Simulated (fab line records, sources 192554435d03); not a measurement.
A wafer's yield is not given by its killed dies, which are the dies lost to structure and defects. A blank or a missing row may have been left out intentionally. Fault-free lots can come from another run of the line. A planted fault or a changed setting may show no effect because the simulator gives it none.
Split-lot experiment    flow n5_finfet    21 wafers read across 7 lots, on a route 1938 steps long

== THE SPLIT ITSELF ==
At N5_GATE_CUT_COAT_27 (time 60 s, resist thk 10 nm), the setting spin_rpm was moved away from the recipe's 1500 rpm on 7 of the 21 wafers read, by -10.9% to +3.0%. All remaining wafers had this setting at the recipe value.

== FROM THE SPLIT TO THE READING: what the file shows between them, 4 steps ==
- N5_GATE_CUT_COAT_07: resist thk 30 nm
- N5_GATE_CUT_EBR_09
- N5_GATE_CUT_DESCUM_18: chemistry O2, time 7 s
- N5_GATE_CUT_ETCH_28: etches underlayer in N2/H2, target depth 13 nm, time 10.4 s

== THE READING ==
CAR-EUV_of_GATE_CUT_COAT_07.thk_nm (the simulator's own value, which no gauge read), in nm, at N5_GATE_CUT_ETCH_36 (etches SiARC in CF4, target depth 13 nm, time 21.7 s). There is no usual value for it anywhere in the file. Average 6.9 nm, standard deviation 0.099 nm, over the 14 wafers here run with the recipe.

wafer   tool, chamber at the split  spin_rpm as run, rpm  against the recipe  CAR-EUV_of_GATE_CUT_COAT_07.thk_nm, nm  against lot-mates on the recipe
L076.2  litho_track-05, 0           1500                  recipe              7                                       -
L076.3  litho_track-05, 0           1370                  -8.7%               6.4                                     -0.5
L076.4  litho_track-05, 0           1500                  recipe              6.8                                     -
L080.1  litho_track-05, 0           1393                  -7.1%               6.4                                     -0.4
L080.4  litho_track-05, 0           1393                  -7.1%               6.4                                     -0.4
L080.6  litho_track-05, 0           1500                  recipe              6.8                                     -
L081.2  litho_track-01, 0           1337                  -10.9%              6.2                                     -0.6
L081.4  litho_track-01, 0           1337                  -10.9%              6.4                                     -0.4
L081.5  litho_track-01, 0           1500                  recipe              6.8                                     -
L082.1  litho_track-03, 0           1500                  recipe              7                                       -
L082.2  litho_track-03, 0           1545                  +3.0%               7                                       +0.1
L082.6  litho_track-03, 0           1500                  recipe              6.8                                     -
L088.2  litho_track-03, 0           1500                  recipe              7                                       -
L088.5  litho_track-03, 0           1500                  recipe              7                                       -
L088.6  litho_track-03, 0           1500                  recipe              6.8                                     -
L095.2  litho_track-05, 0           1500                  recipe              7                                       -
L095.3  litho_track-05, 0           1500                  recipe              7                                       -
L095.4  litho_track-05, 0           1500                  recipe              7                                       -
L097.2  litho_track-01, 0           1500                  recipe              6.8                                     -
L097.4  litho_track-01, 0           1449                  -3.4%               6.8                                     -0.1
L097.5  litho_track-01, 0           1500                  recipe              7                                       -

THE FIT
A straight line over all 21 wafers: CAR-EUV_of_GATE_CUT_COAT_07.thk_nm changes by +0.0587 nm for each +1% of spin_rpm; r = +0.93; the points scatter about the line by 0.1 nm.
The same after taking each lot's own level away (the mean of its wafers on the recipe; 21 wafers): +0.0493 nm for each +1%; r = +0.93; scatter 0.081 nm.
Per that fit: largest spin_rpm move, reading shift of 0.54 nm.
From 6.80 to 7.00 nm: that is the span of the lots' own levels, equal to 2.0 times the standard deviation above.
Hence the slope depends on the lot-to-lot level, as the two fits are not the same.
Check: with one of the wafers moved furthest among these (-10.9%) left out of the fit, the line predicts -0.517 nm for it against its lot-mates. It came out at -0.6 nm against them.

== ADDITIONAL SPLITS CARRIED BY THESE WAFERS ==
Note: prior to the reading, these wafers also went through further splits. Each is held against what the fit with the lots' levels taken away leaves over:
other split on the same wafers  wafers away from the commonest value  r with CAR-EUV_of_GATE_CUT_COAT_07.thk_nm (lot level and that fit taken away)
N5_HKMG_FIN_ETCH_58 source_w    10                                    -0.13
N5_GATE_CUT_COAT_34 spin_rpm    8                                     -0.11

== THE WHOLE CHAIN: every reading that the file lists as answering this split, in the file's order ==
step                 what it does                                                 reading                                                                                 change (the file's fit)                 r (the file's)
N5_GATE_CUT_COAT_27  time 60 s, resist thk 10 nm                                  underlayer_of_GATE_CUT_COAT_27.thk_nm (the simulator's own value, which no gauge read)  -0.0534 nm for each +1% of the setting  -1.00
N5_GATE_CUT_ETCH_28  etches underlayer in N2/H2, target depth 13 nm, time 10.4 s  etch.depth_nm (the simulator's own value, which no gauge read)                          -0.052 nm for each +1% of the setting   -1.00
N5_GATE_CUT_ETCH_36  etches SiARC in CF4, target depth 13 nm, time 21.7 s         CAR-EUV_of_GATE_CUT_COAT_07.thk_nm (the simulator's own value, which no gauge read)     +0.0501 nm for each +1% of the setting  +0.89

== THE FILE'S OWN FIT ==
CAR-EUV_of_GATE_CUT_COAT_07.thk_nm changes by +0.0501 nm for each +1% of spin_rpm, r = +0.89.
